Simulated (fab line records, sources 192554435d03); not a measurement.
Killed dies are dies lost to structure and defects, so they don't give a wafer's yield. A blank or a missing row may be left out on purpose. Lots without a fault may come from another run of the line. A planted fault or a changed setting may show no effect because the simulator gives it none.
Chamber matching | flow n5_finfet | N5_BEOL_M0_SAQP_ETCH_88 on rie_diel-01: 4 sister chambers
The step etches underlayer in N2/H2, target depth 6.5 nm, time 5.2 s. 7 wafers are shown with their chamber, then 11 later ones without.

WAFERS WITH THEIR CHAMBER
wafer  | chamber | showerhead_plenum_p_Torr (Torr) | throttle_valve_pct (%)
L079.4 | 2       | 2.51                            | 18.06
L079.5 | 2       | 2.51                            | 18.08
L085.5 | 0       | 2.70                            | 17.91
L085.6 | 3       | 2.59                            | 17.74
L088.3 | 3       | 2.59                            | 17.73
L088.5 | 1       | 2.70                            | 17.34
L092.2 | 1       | 2.69                            | 17.35

WAFERS WITHOUT THEIR CHAMBER
wafer  | showerhead_plenum_p_Torr (Torr) | throttle_valve_pct (%)
L092.3 | 2.69                            | 17.91
L092.5 | 2.69                            | 17.35
L093.1 | 2.51                            | 17.66
L093.3 | 2.69                            | 17.93
L093.6 | 2.51                            | 17.67
L094.2 | 2.50                            | 17.66
L094.3 | 2.69                            | 17.37
L094.5 | 2.69                            | 17.36
L097.1 | 2.58                            | 17.77
L097.2 | 2.50                            | 17.66
L097.3 | 2.69                            | 17.95

WHICH CHAMBER EACH WENT THROUGH
wafer  | from the rows above | in truth
L092.3 | 0                   | 0
L092.5 | 1                   | 1
L093.1 | 3                   | 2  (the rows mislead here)
L093.3 | 0                   | 0
L093.6 | 3                   | 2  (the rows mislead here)
L094.2 | 3                   | 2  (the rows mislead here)
L094.3 | 1                   | 1
L094.5 | 1                   | 1
L097.1 | 3                   | 3
L097.2 | 3                   | 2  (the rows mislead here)
L097.3 | 0                   | 0
Placed correctly: 7 of 11. Can't be placed from these rows: 0. Placed wrongly: 4.
How it was worked out, from the rows above alone: a wafer's distance from a chamber is the root of the sum, over the readings, of the square of ((its reading less the chamber's mean) divided by the reading's scatter). The wafer belongs to the nearest chamber; if the next one is less than 2 further off, it can't be placed. A chamber's mean is the mean of its shown wafers. The scatter: the root of (the sum of the squares of (reading less its chamber's mean) over the shown wafers, divided by (wafers less chambers)).
